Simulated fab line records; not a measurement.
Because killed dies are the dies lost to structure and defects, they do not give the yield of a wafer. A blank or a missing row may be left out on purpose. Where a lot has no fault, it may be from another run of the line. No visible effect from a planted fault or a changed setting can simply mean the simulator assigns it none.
A lot that was struck, set against a sound lot	flow n5Finfet	20 out of 1938 route steps
Sound: these wafers, L184.2, L184.5, L184.6. The struck wafers were L191.1, L191.3, L191.4. The cause comes at the end.
Per side, at each step with rows, come the tool, then ch with its chambers, and then its first start. Under that, the readings that differ: sound wafers	struck wafers	difference of the means	sigmas: that difference in standard deviations of wafers without a fault.
alike: readings with means less than 2 such deviations apart, plus words and numbers identical on both sides. not compared: withheld readings, readings lacking a value on some wafer, bounds such as >300 that could conceal the same value, and numbers that have no deviation in the record and whose values overlap.
Wherever a step has rows on one side only, a row that says differs or no value, or a row with sigmas, the two part there. When numbers do not overlap yet have no deviation, they are printed without sigmas and do not part them. A reading that every wafer of one side lacks parts them only if that side has two wafers or more.

N5_BEOL_M2_RS_MEAS_58: measurement is done with a four-point probe.
  sound: filmMetro-02 at day 8 00:43; struck: filmMetro-01 at day 9 05:44
reading	sound	struck	difference	sigmas
M2_RS (ohm/sq)	0.69 0.71 0.73	0.65 0.64 0.64	-0.07	-2
N5_BEOL_M2_INSPECT_59: inspects for defects (darkfield).
  sound: defectInspect-02 at day 8 00:44; struck: defectInspect-01 at day 9 05:45
  alike: rawDefectCount
N5_BEOL_M3_ILD_DEP_00: deposits SiOC from DEMS/O2, target thk 79 nm, time 15.3 s.
  sound on pecvd-04 ch 1,2, day 8 00:46; struck on pecvd-04 ch 0,1,2, day 9 05:47
  alike: heaterPowerW, showerheadPlenumPTorr, showerheadVppV, throttleValvePct
N5_BEOL_M3_THK_MEAS_01:
  sound: filmMetro-01 at day 8 00:52; struck: filmMetro-02 at day 9 05:52
  alike: M3_ILD_THK
N5_BEOL_M3_PECVD_72: deposits SiO2 from TEOS/O2, target thk 16 nm, time 18 s.
  sound on pecvd-03 ch 0,1,2, day 8 00:54; struck on pecvd-03 ch 0,2, day 9 05:53
  alike: heaterPowerW, showerheadPlenumPTorr, showerheadVppV, throttleValvePct
N5_BEOL_M3_HM_DEP_02: deposits TiN, target thk 20 nm.
  sound: pvdSputter-03 at day 8 01:15; struck: pvdSputter-01 at day 9 07:17
  alike: throttleValvePct
then, 6 steps without rows for these wafers: N5_BEOL_M3_COAT_61 (time 60 s, resist thk 60 nm); N5_BEOL_M3_COAT_62 (time 60 s, resist thk 12 nm); N5_BEOL_M3_COAT_73 (time 60 s, resist thk 5 nm); N5_BEOL_M3_COAT_05 (resist thk 30 nm); N5_BEOL_M3_EBR_07; N5_BEOL_M3_SOFTBAKE_06 (time 60 s).
N5_BEOL_M3_EXPOSE_08: exposes mask M3.
  sound on euvScanner-01 ch 0, day 8 01:31; struck on euvScanner-02 ch 0, day 9 07:33
reading	sound	struck	difference	sigmas
stageMsdNm (nm)	0.801 0.802 0.801	0.845 0.845 0.843	+0.043	+3
model.BEOL_M3.overlayXNm (nm)	-0.4 -0.4 -0.4	5.6 5.6 5.6	+6.0	
  alike: mask
then, 2 steps without rows for these wafers: N5_BEOL_M3_PEB_09 (peb time 60 s); N5_BEOL_M3_DEVELOP_10 (develop time 30 s).
N5_BEOL_M3_CD_MEAS_11: target cd 17.05 nm.
  sound on cdSem-01 ch 0, day 8 01:38; struck on cdSem-02 ch 0, day 9 07:40
  alike: cdNm
N5_BEOL_M3_OVL_MEAS_12:
  sound on overlay-02 ch 0, day 8 01:41; struck on overlay-01 ch 0, day 9 07:42
reading	sound	struck	difference	sigmas
M3_OVL (nm)	-0.1 -0.9 -1.0	5.2 4.6 4.8	+5.5	+9
N5_BEOL_M3_INSPECT_13: inspects for defects (brightfield).
  sound: defectInspect-01 at day 8 01:44; struck: defectInspect-02 at day 9 07:46
  alike: rawDefectCount
N5_BEOL_M4_RC_MEAS_101:
  sound on prober-02 ch 0, day 9 08:26; struck on prober-02 ch 0, day 10 18:38
reading	sound	struck	difference	sigmas
IOFF_N (nA/um)	0.127 0.131 0.165	0.206 0.191 0.196	+0.057	+2
VT_N (mV)	253.9 251.2 250.7	246.6 244.8 244.2	-6.7	-2
  alike: DIBL_N, DIBL_P, IOFF_P, ION_N, ION_P, SS_N, SS_P, VT_P
next, for these wafers, 1 step has no rows: N5_PASSIVATION_PROBE_49.

## WHERE THEY PART
Last at N5_BEOL_M4_RC_MEAS_101 as far as this record goes, first at N5_BEOL_M2_RS_MEAS_58.

WHY: the cause the simulator had injected
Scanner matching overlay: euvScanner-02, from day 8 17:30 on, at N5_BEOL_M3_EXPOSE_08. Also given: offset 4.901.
